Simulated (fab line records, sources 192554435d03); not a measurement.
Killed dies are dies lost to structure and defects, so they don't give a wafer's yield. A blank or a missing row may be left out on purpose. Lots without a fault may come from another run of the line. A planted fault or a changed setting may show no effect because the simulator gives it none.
Which tool did it? | flow n5_finfet | 11 lots, 33 wafers sampled, at 5 steps of a route of 1938

WHAT THE GAUGES READ, wafer by wafer
The record holds no reading of a measuring or inspecting step that can be judged against a usual standard deviation.

WHICH TOOL RAN EACH LOT (tool, then ch and the chambers of the sampled wafers, then the start)
lot  | N5_BEOL_M10_ECD_50             | N5_PASSIVATION_PASS_ETCH_74        | N5_PASSIVATION_DESCUM_32           | N5_PASSIVATION_ETCH_54             | N5_PASSIVATION_PROBE_49
L101 | ecd_cu-01 ch 1, day 10 01:58   | rie_diel-01 ch 0,1,2, day 11 14:24 | rie_diel-03 ch 0,1,2, day 11 16:08 | rie_diel-05 ch 0,1,3, day 11 18:14 | -
L102 | ecd_cu-02 ch 0,1, day 11 03:14 | rie_diel-01 ch 2,3, day 12 18:20   | rie_diel-05 ch 0,1,2, day 12 20:02 | rie_diel-05 ch 2,3, day 12 22:10   | prober-02, day 13 01:01
L103 | ecd_cu-02 ch 0,1, day 11 11:37 | rie_diel-02 ch 0,1,2, day 13 13:06 | rie_diel-06 ch 0,1,2, day 13 14:37 | rie_diel-06 ch 0,2, day 13 16:57   | -
L108 | ecd_cu-01 ch 0,1, day 12 10:32 | rie_diel-01 ch 0,1,3, day 14 02:02 | rie_diel-05 ch 1,2,3, day 14 04:20 | rie_diel-03 ch 0,2,3, day 14 06:44 | -
L109 | ecd_cu-02 ch 0,1, day 12 10:37 | rie_diel-02 ch 0,1,3, day 14 01:31 | rie_diel-05 ch 1,2,3, day 14 02:58 | rie_diel-05 ch 0,2,3, day 14 05:16 | -
L111 | ecd_cu-01 ch 0,1, day 13 07:56 | rie_diel-01 ch 0,2,3, day 15 00:52 | rie_diel-06 ch 1,2,3, day 15 02:14 | rie_diel-06 ch 0,1,3, day 15 04:14 | prober-02, day 15 07:01
L112 | ecd_cu-01 ch 0,1, day 13 10:56 | rie_diel-02 ch 2,3, day 15 04:37   | rie_diel-05 ch 2,3, day 15 06:49   | rie_diel-06 ch 1,2,3, day 15 09:25 | prober-02, day 15 12:12
L114 | ecd_cu-01 ch 0,1, day 14 01:57 | rie_diel-01 ch 0,3, day 15 17:28   | rie_diel-05 ch 1,2, day 15 19:34   | rie_diel-05 ch 0,2,3, day 15 21:42 | prober-01, day 16 00:34
L117 | ecd_cu-02 ch 0,1, day 14 05:38 | rie_diel-01 ch 0,1, day 16 07:24   | rie_diel-06 ch 0,1,3, day 16 08:39 | rie_diel-06 ch 0,1,3, day 16 10:39 | prober-02, day 16 13:26
L116 | ecd_cu-01 ch 0,1, day 14 05:43 | rie_diel-04 ch 0,2,3, day 16 03:11 | rie_diel-05 ch 0,3, day 16 04:55   | rie_diel-05 ch 0,2,3, day 16 07:16 | prober-01, day 16 10:02
L118 | ecd_cu-01 ch 0,1, day 14 15:51 | rie_diel-01 ch 0,1,2, day 16 15:52 | rie_diel-06 ch 1,2,3, day 16 17:25 | rie_diel-05 ch 0,1,3, day 16 19:49 | prober-01, day 16 22:40
- N5_BEOL_M10_ECD_50: material Cu, target thk 318 nm.
- N5_PASSIVATION_PASS_ETCH_74: etches SiNx in CF4/O2, target depth 220 nm, time 110 s.
- N5_PASSIVATION_DESCUM_32: chemistry O2, time 7.9 s.
- N5_PASSIVATION_ETCH_54: etches SiO2 in CHF3/O2, target depth 880 nm, time 440 s.
- N5_PASSIVATION_PROBE_49

WHAT THE TOOLS THEMSELVES READ (means of the sampled wafers that have a number; where no wafer has one, the mark that the record gives instead)
N5_PASSIVATION_PASS_ETCH_74. Usual: drypump_motor_current_A 5.5 A, standard deviation 0.43; oes_product_au 0.81 a.u., standard deviation 0.098; rf_vpp_V 239 V, standard deviation 4.1; showerhead_plenum_p_Torr 2.23 Torr, standard deviation 0.07; throttle_valve_pct 15.93 %, standard deviation 0.29.
lot  | tool        | drypump_motor_current_A (A) | oes_product_au (a.u.) | rf_vpp_V (V) | showerhead_plenum_p_Torr (Torr) | throttle_valve_pct (%) | flag
L101 | rie_diel-01 | 5.5                         | 0.83                  | 240          | 2.22                            | 15.86                  |
L102 | rie_diel-01 | 5.5                         | 0.69                  | 235          | 2.21                            | 16.18                  |
L103 | rie_diel-02 | 5.7                         | 0.76                  | 239          | 2.24                            | 15.90                  |
L108 | rie_diel-01 | 5.6                         | 0.80                  | 239          | 2.24                            | 15.86                  |
L109 | rie_diel-02 | 5.7                         | 0.80                  | 235          | 2.23                            | 15.94                  |
L111 | rie_diel-01 | 5.5                         | 0.72                  | 236          | 2.25                            | 16.13                  |
L112 | rie_diel-02 | 5.0                         | 0.87                  | 240          | 2.16                            | 15.93                  |
L114 | rie_diel-01 | 5.4                         | 0.76                  | 239          | 2.29                            | 16.06                  |
L117 | rie_diel-01 | 5.8                         | 0.86                  | 243          | 2.19                            | 15.67                  |
L116 | rie_diel-04 | 5.3                         | 0.87                  | 241          | 2.27                            | 15.93                  |
L118 | rie_diel-01 | 5.6                         | 0.78                  | 240          | 2.20                            | 15.94                  |

N5_PASSIVATION_DESCUM_32. Usual: drypump_motor_current_A 5.6 A, standard deviation 0.4; oes_product_au 0.80 a.u., standard deviation 0.094; rf_vpp_V 243.0 V, standard deviation 1.4; showerhead_plenum_p_Torr 2.08 Torr, standard deviation 0.076; throttle_valve_pct 20.41 %, standard deviation 0.18.
lot  | tool        | drypump_motor_current_A (A) | oes_product_au (a.u.) | rf_vpp_V (V) | showerhead_plenum_p_Torr (Torr) | throttle_valve_pct (%) | flag
L101 | rie_diel-03 | 5.9                         | 0.80                  | 242.2        | 2.06                            | 20.58                  |
L102 | rie_diel-05 | 5.5                         | 0.70                  | 243.0        | 2.10                            | 20.39                  |
L103 | rie_diel-06 | 5.4                         | 0.83                  | 244.7        | 2.15                            | 20.29                  |
L108 | rie_diel-05 | 5.4                         | 0.74                  | 244.5        | 2.08                            | 20.41                  |
L109 | rie_diel-05 | 5.4                         | 0.74                  | 243.4        | 2.08                            | 20.40                  |
L111 | rie_diel-06 | 5.8                         | 0.84                  | 243.8        | 2.17                            | 20.19                  |
L112 | rie_diel-05 | 5.4                         | 0.78                  | 242.6        | 2.07                            | 20.45                  |
L114 | rie_diel-05 | 5.4                         | 0.69                  | 242.9        | 2.09                            | 20.42                  |
L117 | rie_diel-06 | 5.6                         | 0.84                  | 243.7        | 2.15                            | 20.27                  |
L116 | rie_diel-05 | 5.4                         | 0.86                  | 243.3        | 2.03                            | 20.46                  |
L118 | rie_diel-06 | 5.9                         | 0.82                  | 243.4        | 2.17                            | 20.19                  |

N5_PASSIVATION_ETCH_54. Usual: drypump_motor_current_A 5.6 A, standard deviation 0.42; oes_product_au 0.81 a.u., standard deviation 0.092; rf_vpp_V 526 V, standard deviation 10; showerhead_plenum_p_Torr 2.40 Torr, standard deviation 0.078; throttle_valve_pct 18.74 %, standard deviation 0.17.
lot  | tool        | drypump_motor_current_A (A) | oes_product_au (a.u.) | rf_vpp_V (V) | showerhead_plenum_p_Torr (Torr) | throttle_valve_pct (%) | flag
L101 | rie_diel-05 | 5.4                         | 0.75                  | 521          | 2.37                            | 18.91                  |
L102 | rie_diel-05 | 5.4                         | 0.81                  | 535          | 2.40                            | 18.83                  |
L103 | rie_diel-06 | 5.2                         | 0.90                  | 530          | 2.49                            | 18.61                  |
L108 | rie_diel-03 | 5.9                         | 0.77                  | 523          | 2.32                            | 18.87                  |
L109 | rie_diel-05 | 5.5                         | 0.74                  | 526          | 2.40                            | 18.84                  |
L111 | rie_diel-06 | 5.6                         | 0.86                  | 529          | 2.47                            | 18.57                  |
L112 | rie_diel-06 | 5.8                         | 0.83                  | 522          | 2.49                            | 18.54                  |
L114 | rie_diel-05 | 5.5                         | 0.84                  | 526          | 2.40                            | 18.73                  |
L117 | rie_diel-06 | 5.6                         | 0.83                  | 530          | 2.47                            | 18.60                  |
L116 | rie_diel-05 | 5.5                         | 0.83                  | 525          | 2.40                            | 18.75                  |
L118 | rie_diel-05 | 5.4                         | 0.91                  | 520          | 2.36                            | 18.73                  |

N5_PASSIVATION_PROBE_49. Usual: defect_limited_yield 91.3 %, standard deviation 1.5; killed_at_M0_to_M3 34, standard deviation 11; killed_at_M4_up 14, standard deviation 6.1; killed_at_contacts 12, standard deviation 5.9; killed_at_front_end 39, standard deviation 11; killed_at_other 4, standard deviation 3.3; killed_dies 102, standard deviation 18; killed_on_rim 13, standard deviation 3.8; killed_open 67, standard deviation 13; killed_short 33, standard deviation 7.9; sort_bin_5_function 5.1 %, standard deviation 1; sort_bin_6_memory 3.3 %, standard deviation 0.7; sort_bin_8_speed 0.1 %, standard deviation 0.69; sort_n_pass 1077, standard deviation 19; sort_yield_pct 91.3 %, standard deviation 1.6.
lot  | tool      | defect_limited_yield (%) | killed_at_M0_to_M3 | killed_at_M4_up | killed_at_contacts | killed_at_front_end | killed_at_other | killed_dies | killed_on_rim | killed_open | killed_short | sort_bin_5_function (%) | sort_bin_6_memory (%) | sort_bin_8_speed (%) | sort_n_pass | sort_yield_pct (%) | flag
L102 | prober-02 | 91.1                     | 41                 | 12              | 9                  | 39                  | 3               | 104         | 15            | 69          | 35           | 4.9                     | 3.7                   | 0.0                  | 1076        | 91.1               |
L111 | prober-02 | 89.7                     | 56                 | 16              | 16                 | 32                  | 1               | 121         | 14            | 81          | 38           | 5.9                     | 4.1                   | 0.0                  | 1059        | 89.7               |
L112 | prober-02 | 92.5                     | 28                 | 13              | 7                  | 33                  | 7               | 88          | 9             | 56          | 31           | 4.8                     | 2.5                   | 0.0                  | 1092        | 92.5               |
L114 | prober-01 | 69.4                     | 24                 | 289             | 14                 | 31                  | 2               | 361         | 46            | 54          | 21           | 18.4                    | 10.4                  | 0.0                  | 819         | 69.4               | OFF
L117 | prober-02 | 92.8                     | 29                 | 12              | 10                 | 33                  | 2               | 86          | 12            | 54          | 27           | 4.1                     | 2.8                   | 0.0                  | 1094        | 92.8               |
L116 | prober-01 | 70.1                     | 24                 | 283             | 10                 | 30                  | 5               | 353         | 49            | 50          | 31           | 18.0                    | 10.1                  | 2.1                  | 802         | 68.0               | OFF
L118 | prober-01 | 68.6                     | 37                 | 294             | 6                  | 29                  | 4               | 370         | 47            | 55          | 31           | 19.0                    | 10.7                  | 0.0                  | 810         | 68.6               | OFF

THE ANSWER, worked out from the rows above alone
Rule: a lot is off if the mean of its wafers that have a number lies more than 3 standard deviations from the usual mean. A lot without any number at a reading at which 4 lots or more have one is off too. The other lots that the step has rows for count as sound. The gauges are gone through in route order, then the tools' own readings, and for those a lot's mean is taken as printed above. The first step at which some lot is off is used, and at that step the reading that is off furthest; a lot without a number counts as furthest.
Off: L114, L116, L118, at N5_PASSIVATION_PROBE_49 (killed_at_M4_up). Neither off nor sound, because the step has no rows for them: L101, L103, L108, L109.
A tool fits if, at that step or a process step before it, it ran every lot that is off, and no sound lot after the first of them. Can't be told from this: 3 tools fit, ecd_cu-01 at N5_BEOL_M10_ECD_50, rie_diel-05 at N5_PASSIVATION_ETCH_54, prober-01 at N5_PASSIVATION_PROBE_49.

WHAT THE SIMULATOR HAD PUT IN
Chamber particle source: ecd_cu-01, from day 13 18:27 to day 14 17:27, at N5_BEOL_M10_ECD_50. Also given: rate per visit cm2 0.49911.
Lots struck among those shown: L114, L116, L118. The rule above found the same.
